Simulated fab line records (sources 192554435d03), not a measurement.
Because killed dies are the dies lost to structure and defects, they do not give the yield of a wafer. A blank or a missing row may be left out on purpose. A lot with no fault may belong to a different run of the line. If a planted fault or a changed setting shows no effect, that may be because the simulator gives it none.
Lot-split experiment | flow n5 finfet | 21 wafers read across 7 lots, on a route 1938 steps long

== THE SPLIT ITSELF ==
At N5_WELL_APT_EXPOSE_22 (exposes mask PWELL, defocus 0 nm, target cd 200 nm), the setting dose mj was moved away from the recipe's 23.2 on 10 of the 21 wafers read, by -6.8% to +5.4%. For the rest of the wafers, this setting stayed at what the recipe calls for.

== FROM THE SPLIT TO THE READING: what the file shows between them, 3 steps ==
- N5_WELL_APT_PEB_23: peb time 90 s
- N5_WELL_APT_DEVELOP_24: develop time 45 s
- N5_WELL_APT_HARDBAKE_29: time 120 s

== THE READING ==
cd nm (nm) at N5_WELL_APT_CD_MEAS_25, where the cd target is 200 nm. On this fab line, fault-free wafers typically give 201.6 nm with a standard deviation of 2.5 nm.

wafer  | tool, chamber at the split | dose mj as run | against the recipe | cd nm, nm | against lot-mates on the recipe
L076.2 | krf scanner-02, 0          | 24.45          | +5.4%              | 210.3     | +12.0
L076.3 | krf scanner-02, 0          | 23.2           | recipe             | 198.3     | -
L076.6 | krf scanner-02, 0          | 24.45          | +5.4%              | 209.9     | +11.6
L086.1 | krf scanner-01, 0          | 22.17          | -4.4%              | 187.0     | -14.4
L086.5 | krf scanner-01, 0          | 22.17          | -4.4%              | 193.7     | -7.7
L086.6 | krf scanner-01, 0          | 23.2           | recipe             | 201.4     | -
L087.1 | krf scanner-02, 0          | 23.2           | recipe             | 205.3     | -
L087.2 | krf scanner-02, 0          | 23.2           | recipe             | 205.6     | -
L087.4 | krf scanner-02, 0          | 23.2           | recipe             | 201.4     | -
L088.1 | krf scanner-01, 0          | 21.62          | -6.8%              | 186.8     | -16.1
L088.5 | krf scanner-01, 0          | 23.2           | recipe             | 202.9     | -
L088.6 | krf scanner-01, 0          | 21.62          | -6.8%              | 186.6     | -16.3
L089.1 | krf scanner-02, 0          | 23.2           | recipe             | 202.7     | -
L089.2 | krf scanner-02, 0          | 23.2           | recipe             | 201.4     | -
L089.3 | krf scanner-02, 0          | 22.05          | -5.0%              | 197.2     | -4.9
L094.1 | krf scanner-01, 0          | 23.2           | recipe             | 201.4     | -
L094.3 | krf scanner-01, 0          | 23.2           | recipe             | 201.3     | -
L094.6 | krf scanner-01, 0          | 23.2           | recipe             | 199.8     | -
L095.2 | krf scanner-02, 0          | 23.93          | +3.1%              | 202.9     | no lot-mate on the recipe
L095.3 | krf scanner-02, 0          | 23.93          | +3.1%              | 205.5     | no lot-mate on the recipe
L095.4 | krf scanner-02, 0          | 23.93          | +3.1%              | 210.1     | no lot-mate on the recipe

THE FIT
A straight line over all 21 wafers: cd nm changes by +1.87 nm for each +1% of dose mj; r = +0.92; the points scatter about the line by 2.8 nm.
The same after taking each lot's own level away (the mean of its wafers on the recipe; 18 wafers): +2.19 nm for each +1%; r = +0.96; scatter 2.2 nm.
On that fit, the largest move of dose mj shifts the reading by 15 nm.
Across the lots, their own levels run from 198.30 to 204.10 nm, a range of 2.3 times the standard deviation given above.
So the lot-to-lot level changes the slope: the two fits differ.
Check: with one of the wafers moved furthest among these (-6.8%) left out of the fit, the line predicts -14.5 nm for it against its lot-mates. It came out at -16.1 nm against them.

== THE WHOLE CHAIN: every reading that the file lists as answering this split, in the file's order ==
step                   | what it does             | reading                                                         | change (the file's fit)              | r (the file's)
N5_WELL_APT_CD_MEAS_25 | target cd 200 nm         | cd nm                                                           | +2.06 nm for each +1% of the setting | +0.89
N5_WELL_APT_DESCUM_30  | chemistry O2, time 7.9 s | WELL_APT.cd nm (the simulator's own value, which no gauge read) | +2.08 nm for each +1% of the setting | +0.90

== THE FILE'S OWN FIT ==
cd nm changes by +2.06 nm for each +1% of dose mj, r = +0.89.
